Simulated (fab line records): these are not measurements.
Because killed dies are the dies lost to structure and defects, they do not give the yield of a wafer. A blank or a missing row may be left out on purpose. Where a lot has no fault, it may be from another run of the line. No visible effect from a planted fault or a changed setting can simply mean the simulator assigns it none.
The tool behind it: which one? :: flow nandHarc :: 12 lots with 36 wafers sampled at 5 steps, on a route of 1302 steps

== WHAT THE GAUGES READ, wafer by wafer ==
NHARC_END_SORT_01. Usual: defectLimitedYield 90 %, standard deviation 4.1; killedAtArray 63, standard deviation 27; killedAtOther 0.7, standard deviation 1.2; killedAtPeriphery 3.1, standard deviation 2; killedDies 67, standard deviation 28; killedOpen 3.0, standard deviation 1.9; killedShort 2.2, standard deviation 1.5.
lot: L473
measured: day 32 22:00
on: prober-01
defectLimitedYield (%): 0 0 0
killedAtArray: 37 27 28
killedAtOther: 638 645 647
killedAtPeriphery: 2 5 2
killedDies: 677 677 677
killedOpen: 7 7 5
killedShort: 1 1 0
flag: OFF

lot: L472
measured: day 33 04:20
on: prober-02
defectLimitedYield (%): 0 0 0
killedAtArray: 90 97 89
killedAtOther: 582 579 588
killedAtPeriphery: 5 1 0
killedDies: 677 677 677
killedOpen: 4 3 2
killedShort: 4 2 4
flag: OFF

== EACH LOT AND THE TOOL THAT RAN IT (in order: tool; ch and the chambers of the sampled wafers; start) ==
lot: L453
NHARC_THIN_TSV_DEP_43: pecvd-01 ch 0,1,2, day 23 22:28
NHARC_THIN_TSV_ETCH_44: rieDiel-07 ch 0,2,3, day 23 23:32
NHARC_THIN_TSV_PVD_19: pvdSputter-03, day 24 02:26 or earlier
NHARC_THIN_TSV_PVD_51: pvdSputter-03, day 24 02:26

lot: L455
NHARC_THIN_TSV_DEP_43: pecvd-01 ch 0,1,2, day 24 08:25
NHARC_THIN_TSV_ETCH_44: rieDiel-05 ch 1,2,3, day 24 09:31
NHARC_THIN_TSV_PVD_19: pvdSputter-03, day 24 12:25 or earlier
NHARC_THIN_TSV_PVD_51: pvdSputter-03, day 24 12:25

lot: L457
NHARC_THIN_TSV_DEP_43: pecvd-04 ch 0,1,2, day 24 21:50
NHARC_THIN_TSV_ETCH_44: rieDiel-10 ch 0,3, day 24 22:50
NHARC_THIN_TSV_PVD_19: pvdSputter-03, day 25 01:44 or earlier
NHARC_THIN_TSV_PVD_51: pvdSputter-03, day 25 01:44

lot: L458
NHARC_THIN_TSV_DEP_43: pecvd-04 ch 1,2, day 25 13:47
NHARC_THIN_TSV_ETCH_44: rieDiel-07 ch 0,1,3, day 25 14:44
NHARC_THIN_TSV_PVD_19: pvdSputter-03, day 25 17:32 or earlier
NHARC_THIN_TSV_PVD_51: pvdSputter-03, day 25 17:32

lot: L459
NHARC_THIN_TSV_DEP_43: pecvd-04 ch 0,1, day 25 22:32
NHARC_THIN_TSV_ETCH_44: rieDiel-07 ch 0,2,3, day 25 23:33
NHARC_THIN_TSV_PVD_19: pvdSputter-02, day 26 02:28 or earlier
NHARC_THIN_TSV_PVD_51: pvdSputter-02, day 26 02:28

lot: L460
NHARC_THIN_TSV_DEP_43: pecvd-04 ch 0,1,2, day 26 06:37
NHARC_THIN_TSV_ETCH_44: rieDiel-05 ch 1,2, day 26 07:43
NHARC_THIN_TSV_PVD_19: pvdSputter-02, day 26 10:29 or earlier
NHARC_THIN_TSV_PVD_51: pvdSputter-02, day 26 10:29

lot: L464
NHARC_THIN_TSV_DEP_43: pecvd-01 ch 0,2, day 28 07:02
NHARC_THIN_TSV_ETCH_44: rieDiel-10 ch 0,1, day 28 08:05
NHARC_THIN_TSV_PVD_19: pvdSputter-01, day 28 10:52 or earlier
NHARC_THIN_TSV_PVD_51: pvdSputter-01, day 28 10:52

lot: L473
NHARC_THIN_TSV_DEP_43: pecvd-04 ch 0,1,2, day 32 02:22
NHARC_THIN_TSV_ETCH_44: rieDiel-10 ch 0,3, day 32 03:29
NHARC_THIN_TSV_PVD_19: pvdSputter-02, day 32 06:21 or earlier
NHARC_THIN_TSV_PVD_51: pvdSputter-02, day 32 06:21

lot: L472
NHARC_THIN_TSV_DEP_43: pecvd-01 ch 0,1,2, day 32 03:32
NHARC_THIN_TSV_ETCH_44: rieDiel-05 ch 0,1, day 32 04:34
NHARC_THIN_TSV_PVD_19: pvdSputter-03, day 32 07:24 or earlier
NHARC_THIN_TSV_PVD_51: pvdSputter-03, day 32 07:24

lot: L475
NHARC_THIN_TSV_DEP_43: pecvd-04 ch 0,1,2, day 32 20:00
NHARC_THIN_TSV_ETCH_44: rieDiel-10 ch 1,2,3, day 32 21:11
NHARC_THIN_TSV_PVD_19: pvdSputter-02, day 32 23:52 or earlier
NHARC_THIN_TSV_PVD_51: pvdSputter-02, day 32 23:52

lot: L476
NHARC_THIN_TSV_DEP_43: pecvd-04 ch 0,1,2, day 33 06:47
NHARC_THIN_TSV_ETCH_44: rieDiel-07 ch 1,2,3, day 33 07:55
NHARC_THIN_TSV_PVD_19: pvdSputter-02, day 33 11:00 or earlier
NHARC_THIN_TSV_PVD_51: pvdSputter-02, day 33 11:00

lot: L474
NHARC_THIN_TSV_DEP_43: pecvd-01 ch 0,1,2, day 33 23:17
NHARC_THIN_TSV_ETCH_44: rieDiel-05 ch 0,2,3, day 34 00:18
NHARC_THIN_TSV_PVD_19: pvdSputter-01, day 34 03:11 or earlier
NHARC_THIN_TSV_PVD_51: pvdSputter-01, day 34 03:11
- NHARC_THIN_TSV_DEP_43: deposits SiO2, target thk 1328.5 nm.
- NHARC_THIN_TSV_ETCH_44: etches the open film in CF4/O2, target depth 1594.2 nm, time 797.1 s.
- NHARC_THIN_TSV_PVD_19: deposits TaN, target thk 20 nm.
- NHARC_THIN_TSV_PVD_51: deposits Cu, target thk 100 nm.

== AS READ BY THE TOOLS THEMSELVES (means over the sampled wafers that have a number; for cases with no such wafer, the mark the record gives instead) ==
NHARC_THIN_TSV_DEP_43. Usual: showerheadVppV 1873 V, standard deviation 50; throttleValvePct 15.8 %, standard deviation 0.44.
lot: L453
tool: pecvd-01
showerheadVppV (V): 1849
throttleValvePct (%): 16.0
flag: 

lot: L455
tool: pecvd-01
showerheadVppV (V): 1873
throttleValvePct (%): 15.9
flag: 

lot: L457
tool: pecvd-04
showerheadVppV (V): 1895
throttleValvePct (%): 16.1
flag: 

lot: L458
tool: pecvd-04
showerheadVppV (V): 1912
throttleValvePct (%): 16.1
flag: 

lot: L459
tool: pecvd-04
showerheadVppV (V): 1914
throttleValvePct (%): 15.7
flag: 

lot: L460
tool: pecvd-04
showerheadVppV (V): 1878
throttleValvePct (%): 16.0
flag: 

lot: L464
tool: pecvd-01
showerheadVppV (V): 1842
throttleValvePct (%): 15.5
flag: 

lot: L473
tool: pecvd-04
showerheadVppV (V): 1876
throttleValvePct (%): 15.8
flag: 

lot: L472
tool: pecvd-01
showerheadVppV (V): 1859
throttleValvePct (%): 16.1
flag: 

lot: L475
tool: pecvd-04
showerheadVppV (V): 1876
throttleValvePct (%): 15.7
flag: 

lot: L476
tool: pecvd-04
showerheadVppV (V): 1885
throttleValvePct (%): 15.8
flag: 

lot: L474
tool: pecvd-01
showerheadVppV (V): 1867
throttleValvePct (%): 16.1
flag: 

NHARC_THIN_TSV_ETCH_44. Usual: drypumpMotorCurrentA 5.6 A, standard deviation 0.4; mfcArSccm 0.010 sccm, standard deviation 0.014; oesProductAu 1.007 a.u., standard deviation 0.012; rfVppV 797 V, standard deviation 4.8; showerheadPlenumPTorr 1.87 Torr, standard deviation 0.075; throttleValvePct 16.914 %, standard deviation 0.0088.
lot: L453
tool: rieDiel-07
drypumpMotorCurrentA (A): 5.8
mfcArSccm (sccm): 0.013
oesProductAu (a.u.): 1.005
rfVppV (V): 799
showerheadPlenumPTorr (Torr): 1.92
throttleValvePct (%): 16.905
flag: 

lot: L455
tool: rieDiel-05
drypumpMotorCurrentA (A): 5.4
mfcArSccm (sccm): 0.017
oesProductAu (a.u.): 1.001
rfVppV (V): 797
showerheadPlenumPTorr (Torr): 1.88
throttleValvePct (%): 16.910
flag: 

lot: L457
tool: rieDiel-10
drypumpMotorCurrentA (A): 5.7
mfcArSccm (sccm): 0.000
oesProductAu (a.u.): 1.015
rfVppV (V): 795
showerheadPlenumPTorr (Torr): 1.85
throttleValvePct (%): 16.900
flag: 

lot: L458
tool: rieDiel-07
drypumpMotorCurrentA (A): 6.0
mfcArSccm (sccm): 0.019
oesProductAu (a.u.): 1.015
rfVppV (V): 799
showerheadPlenumPTorr (Torr): 1.92
throttleValvePct (%): 16.916
flag: 

lot: L459
tool: rieDiel-07
drypumpMotorCurrentA (A): 5.9
mfcArSccm (sccm): 0.013
oesProductAu (a.u.): 1.006
rfVppV (V): 801
showerheadPlenumPTorr (Torr): 1.92
throttleValvePct (%): 16.916
flag: 

lot: L460
tool: rieDiel-05
drypumpMotorCurrentA (A): 5.2
mfcArSccm (sccm): 0.014
oesProductAu (a.u.): 1.003
rfVppV (V): 797
showerheadPlenumPTorr (Torr): 1.88
throttleValvePct (%): 16.914
flag: 

lot: L464
tool: rieDiel-10
drypumpMotorCurrentA (A): 5.6
mfcArSccm (sccm): 0.000
oesProductAu (a.u.): 0.995
rfVppV (V): 795
showerheadPlenumPTorr (Torr): 1.85
throttleValvePct (%): 16.913
flag: 

lot: L473
tool: rieDiel-10
drypumpMotorCurrentA (A): 5.6
mfcArSccm (sccm): 0.000
oesProductAu (a.u.): 0.997
rfVppV (V): 798
showerheadPlenumPTorr (Torr): 1.89
throttleValvePct (%): 16.918
flag: 

lot: L472
tool: rieDiel-05
drypumpMotorCurrentA (A): 5.7
mfcArSccm (sccm): 0.014
oesProductAu (a.u.): 1.007
rfVppV (V): 797
showerheadPlenumPTorr (Torr): 1.89
throttleValvePct (%): 16.916
flag: 

lot: L475
tool: rieDiel-10
drypumpMotorCurrentA (A): 5.5
mfcArSccm (sccm): 0.000
oesProductAu (a.u.): 1.004
rfVppV (V): 789
showerheadPlenumPTorr (Torr): 1.75
throttleValvePct (%): 16.913
flag: 

lot: L476
tool: rieDiel-07
drypumpMotorCurrentA (A): 5.7
mfcArSccm (sccm): 0.025
oesProductAu (a.u.): 0.997
rfVppV (V): 798
showerheadPlenumPTorr (Torr): 1.89
throttleValvePct (%): 16.910
flag: 

lot: L474
tool: rieDiel-05
drypumpMotorCurrentA (A): 5.6
mfcArSccm (sccm): 0.004
oesProductAu (a.u.): 1.026
rfVppV (V): 799
showerheadPlenumPTorr (Torr): 1.92
throttleValvePct (%): 16.914
flag: 

NHARC_THIN_TSV_PVD_19. Usual: chamberPressurePa 4.999 Pa, standard deviation 0.0099; throttleValvePct 30.0 %, standard deviation 0.66.
lot: L453
tool: pvdSputter-03
chamberPressurePa (Pa): 5.006
throttleValvePct (%): 30.4
flag: 

lot: L455
tool: pvdSputter-03
chamberPressurePa (Pa): 5.005
throttleValvePct (%): 30.0
flag: 

lot: L457
tool: pvdSputter-03
chamberPressurePa (Pa): 4.993
throttleValvePct (%): 30.5
flag: 

lot: L458
tool: pvdSputter-03
chamberPressurePa (Pa): 4.992
throttleValvePct (%): 30.3
flag: 

lot: L459
tool: pvdSputter-02
chamberPressurePa (Pa): 4.995
throttleValvePct (%): 29.9
flag: 

lot: L460
tool: pvdSputter-02
chamberPressurePa (Pa): 4.996
throttleValvePct (%): 30.4
flag: 

lot: L464
tool: pvdSputter-01
chamberPressurePa (Pa): 4.999
throttleValvePct (%): 30.1
flag: 

lot: L473
tool: pvdSputter-02
chamberPressurePa (Pa): 5.003
throttleValvePct (%): 29.9
flag: 

lot: L472
tool: pvdSputter-03
chamberPressurePa (Pa): 5.003
throttleValvePct (%): 29.7
flag: 

lot: L475
tool: pvdSputter-02
chamberPressurePa (Pa): 5.010
throttleValvePct (%): 30.1
flag: 

lot: L476
tool: pvdSputter-02
chamberPressurePa (Pa): 4.998
throttleValvePct (%): 30.1
flag: 

lot: L474
tool: pvdSputter-01
chamberPressurePa (Pa): 5.009
throttleValvePct (%): 29.8
flag: 

NHARC_THIN_TSV_PVD_51. Usual: chamberPressurePa 4.999 Pa, standard deviation 0.01; throttleValvePct 30.0 %, standard deviation 0.66.
lot: L453
tool: pvdSputter-03
chamberPressurePa (Pa): 4.999
throttleValvePct (%): 29.7
flag: 

lot: L455
tool: pvdSputter-03
chamberPressurePa (Pa): 5.001
throttleValvePct (%): 30.9
flag: 

lot: L457
tool: pvdSputter-03
chamberPressurePa (Pa): 4.996
throttleValvePct (%): 30.4
flag: 

lot: L458
tool: pvdSputter-03
chamberPressurePa (Pa): 5.000
throttleValvePct (%): 30.2
flag: 

lot: L459
tool: pvdSputter-02
chamberPressurePa (Pa): 5.002
throttleValvePct (%): 30.2
flag: 

lot: L460
tool: pvdSputter-02
chamberPressurePa (Pa): 4.994
throttleValvePct (%): 30.3
flag: 

lot: L464
tool: pvdSputter-01
chamberPressurePa (Pa): 5.008
throttleValvePct (%): 29.8
flag: 

lot: L473
tool: pvdSputter-02
chamberPressurePa (Pa): -
throttleValvePct (%): -
flag: OFF

lot: L472
tool: pvdSputter-03
chamberPressurePa (Pa): -
throttleValvePct (%): -
flag: OFF

lot: L475
tool: pvdSputter-02
chamberPressurePa (Pa): 5.004
throttleValvePct (%): 30.2
flag: 

lot: L476
tool: pvdSputter-02
chamberPressurePa (Pa): 5.003
throttleValvePct (%): 30.0
flag: 

lot: L474
tool: pvdSputter-01
chamberPressurePa (Pa): 4.997
throttleValvePct (%): 29.3
flag: 

== THE ANSWER, worked out from the rows above alone ==
Rule: lot off if the mean of its wafers having a number is beyond 3 standard deviations from the usual mean. A lot without any number at a reading at which 4 lots or more have one is off too. All remaining lots with rows at the step are treated as sound. The gauges are gone through in route order, then the tools' own readings, and for those a lot's mean is taken as printed above. At the first step where some lot is off, the reading lying furthest off is the one used; lots without a number count as furthest.
Off at NHARC_END_SORT_01 (killedAtOther): L473, L472. Neither off nor sound, because the step has no rows for them: L453, L455, L457, L458, L459, L460, L464, L475, L476, L474.
If a tool, at a process step before that reading, ran all the lots that are off and no sound lot after the first of them, it fits. The gauges at NHARC_END_SORT_01 aren't tried: what is off there is off at NHARC_THIN_TSV_PVD_51 too, on other tools, and a gauge's error can't cause that. NHARC_THIN_TSV_PVD_19: start missing for some lots; hours and lot order therefore follow NHARC_THIN_TSV_PVD_51. None of those tried fits.

== WHAT WAS PUT IN BY THE SIMULATOR ==
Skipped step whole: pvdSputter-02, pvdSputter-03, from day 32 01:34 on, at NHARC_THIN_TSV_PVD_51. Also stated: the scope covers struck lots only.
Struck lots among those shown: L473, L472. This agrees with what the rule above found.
